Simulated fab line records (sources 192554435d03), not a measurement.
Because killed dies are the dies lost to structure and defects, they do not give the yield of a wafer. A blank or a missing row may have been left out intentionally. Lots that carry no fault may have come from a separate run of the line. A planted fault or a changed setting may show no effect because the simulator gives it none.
Which of the tools did it? + flow n5 finfet + Sampling: 12 lots, 36 wafers, 2 of 1938 route steps

## WHAT EACH GAUGE READ, for each wafer
N5_BEOL_M8_OCD_MEAS_38.
| lot  | measured     | on     | trench depth nm (nm) |
|------|--------------|--------|----------------------|
| L824 | day 8 23:06  | ocd-01 | 94.5 94.1 94.3       |
| L826 | day 9 05:20  | ocd-02 | 95.3 95.9 96.6       |
| L829 | day 10 13:28 | ocd-01 | 93.5 92.3 92.8       |
| L828 | day 10 19:07 | ocd-01 | 91.7 93.2 91.2       |
| L836 | day 12 13:12 | ocd-01 | 93.8 95.8 93.8       |
| L837 | day 12 17:32 | ocd-01 | 94.3 96.3 95.1       |
| L839 | day 13 07:27 | ocd-01 | 93.4 93.0 92.6       |
| L842 | day 13 13:11 | ocd-02 | 91.4 93.4 91.7       |
| L840 | day 13 13:35 | ocd-02 | 91.2 92.7 94.4       |
| L841 | day 13 13:38 | ocd-01 | 90.6 92.8 92.4       |
| L844 | day 14 03:31 | ocd-02 | 95.7 91.8 96.5       |
| L845 | day 14 08:53 | ocd-01 | 93.9 93.4 92.1       |

N5_BEOL_M8_THK_MEAS_53: measures by xrf.
| lot  | measured     | on            | M8_THK (nm)    |
|------|--------------|---------------|----------------|
| L824 | day 9 02:01  | film metro-01 | 80.4 80.3 81.6 |
| L826 | day 9 07:38  | film metro-02 | 82.8 82.1 82.9 |
| L829 | day 10 16:53 | film metro-01 | 79.5 78.7 78.0 |
| L828 | day 10 22:36 | film metro-02 | 77.8 79.8 77.0 |
| L836 | day 12 15:41 | film metro-02 | 78.8 79.4 79.9 |
| L837 | day 12 21:43 | film metro-01 | 80.3 82.6 81.2 |
| L839 | day 13 09:53 | film metro-02 | 80.1 79.3 77.5 |
| L842 | day 13 15:35 | film metro-01 | 79.0 81.6 77.7 |
| L840 | day 13 16:02 | film metro-02 | 76.9 78.8 79.8 |
| L841 | day 13 16:02 | film metro-02 | 77.4 79.7 80.5 |
| L844 | day 14 06:13 | film metro-02 | 80.2 77.3 81.1 |
| L845 | day 14 11:40 | film metro-01 | 80.5 81.8 76.7 |

## WHAT TOOL EACH LOT RAN ON (gives the tool, then ch and the chambers of the sampled wafers, and finally the start)
The record shows no process step preceding these readings.

## AS READ BY THE TOOLS THEMSELVES (means over the sampled wafers that have a number; for cases with no such wafer, the mark the record gives instead)
The record holds no such reading with a usual standard deviation.

## THE ANSWER, worked out from the rows above alone
Rule: usual is defined by the lots themselves. The widest of any qualifying gaps counts: lots, ordered by their means at a reading, are off when they make up no more than a third of the lots, leave a main group of 4 or more, and stand apart from it by 3 or more times the standard deviation of that group's means. A main group whose means are all the same, to the digits that the tables above print for the reading, isn't used. A lot without any number at a reading at which 4 lots or more have one is off too. Any other lot the step has rows for is counted as sound. Order of review: gauges by route order, followed by the tools' own readings, for which a lot's mean as printed above is used. At the first step where some lot is off, the reading lying furthest off is the one used; lots without a number count as furthest.
No lot is off at any reading shown: from this, nothing can be told.

## WHAT WAS PUT IN BY THE SIMULATOR
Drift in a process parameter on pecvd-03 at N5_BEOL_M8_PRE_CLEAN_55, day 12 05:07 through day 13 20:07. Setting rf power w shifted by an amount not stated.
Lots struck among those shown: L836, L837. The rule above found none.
